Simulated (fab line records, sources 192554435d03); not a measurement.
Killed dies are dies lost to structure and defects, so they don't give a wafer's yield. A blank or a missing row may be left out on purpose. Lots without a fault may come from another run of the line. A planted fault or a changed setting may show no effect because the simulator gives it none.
Chamber matching | flow n5_finfet | N5_BEOL_M4_DESCUM_33 on rie_diel-04: 4 sister chambers
The step chemistry O2, time 7 s. 18 wafers are shown with their chamber, then 9 later ones without.

WAFERS WITH THEIR CHAMBER
wafer  | chamber | throttle_valve_pct (%) | showerhead_plenum_p_Torr (Torr) | oes_product_au (a.u.)
L074.1 | 0       | 20.56                  | 2.21                            | 0.92
L074.4 | 3       | 20.93                  | 2.07                            | 0.70
L074.6 | 0       | 20.56                  | 2.21                            | 0.92
L077.3 | 1       | 20.25                  | 2.06                            | 0.90
L077.5 | 0       | 20.59                  | 2.20                            | 0.87
L077.6 | 3       | 20.95                  | 2.06                            | 0.69
L080.1 | 1       | 20.26                  | 2.06                            | 0.89
L080.3 | 2       | 20.36                  | 2.03                            | 0.85
L080.6 | 1       | 20.25                  | 2.06                            | 0.89
L081.2 | 0       | 20.59                  | 2.20                            | 0.87
L081.4 | 2       | 20.35                  | 2.03                            | 0.86
L081.5 | 0       | 20.59                  | 2.20                            | 0.87
L082.1 | 0       | 20.60                  | 2.20                            | 0.87
L082.2 | 2       | 20.37                  | 2.03                            | 0.85
L082.4 | 3       | 20.96                  | 2.06                            | 0.68
L084.4 | 1       | 20.27                  | 2.05                            | 0.89
L084.5 | 2       | 20.38                  | 2.03                            | 0.85
L084.6 | 1       | 20.26                  | 2.05                            | 0.89

SIGNATURES (means of the wafers above)
reading                  | chamber 0 | chamber 1 | chamber 2 | chamber 3 | scatter within a chamber
throttle_valve_pct       | 20.5817   | 20.2580   | 20.3650   | 20.9467   | 0.014
showerhead_plenum_p_Torr | 2.2033    | 2.0560    | 2.0300    | 2.0633    | 0.00478
oes_product_au           | 0.8867    | 0.8920    | 0.8525    | 0.6900    | 0.0162
Rule: a wafer's distance from a chamber is the root of the sum, over the readings, of the square of ((its reading less the chamber's mean) divided by the reading's scatter). The wafer belongs to the nearest chamber; if the next one is less than 2 further off, it can't be placed. The scatter: the root of (the sum of the squares of (reading less its chamber's mean) over the shown wafers, divided by (wafers less chambers)).

WAFERS WITHOUT THEIR CHAMBER
wafer  | throttle_valve_pct (%) | showerhead_plenum_p_Torr (Torr) | oes_product_au (a.u.)
L086.2 | 20.38                  | 2.03                            | 0.85
L086.5 | 20.26                  | 2.05                            | 0.88
L086.6 | 20.59                  | 2.20                            | 0.85
L092.1 | 20.64                  | 2.19                            | 0.82
L092.2 | 20.28                  | 2.05                            | 0.85
L092.3 | 20.54                  | 2.06                            | 0.97
L097.3 | 20.63                  | 2.19                            | 0.82
L097.4 | 20.54                  | 2.05                            | 0.95
L097.5 | 20.42                  | 2.02                            | 0.81

WHICH CHAMBER EACH WENT THROUGH
wafer  | from the rows above | in truth
L086.2 | 2                   | 2
L086.5 | 1                   | 1
L086.6 | 0                   | 0
L092.1 | 0                   | 0
L092.2 | 1                   | 1
L092.3 | 2                   | 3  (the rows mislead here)
L097.3 | 0                   | 0
L097.4 | 2                   | 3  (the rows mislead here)
L097.5 | 2                   | 2
Placed correctly: 7 of 9. Can't be placed from these rows: 0. Placed wrongly: 2.
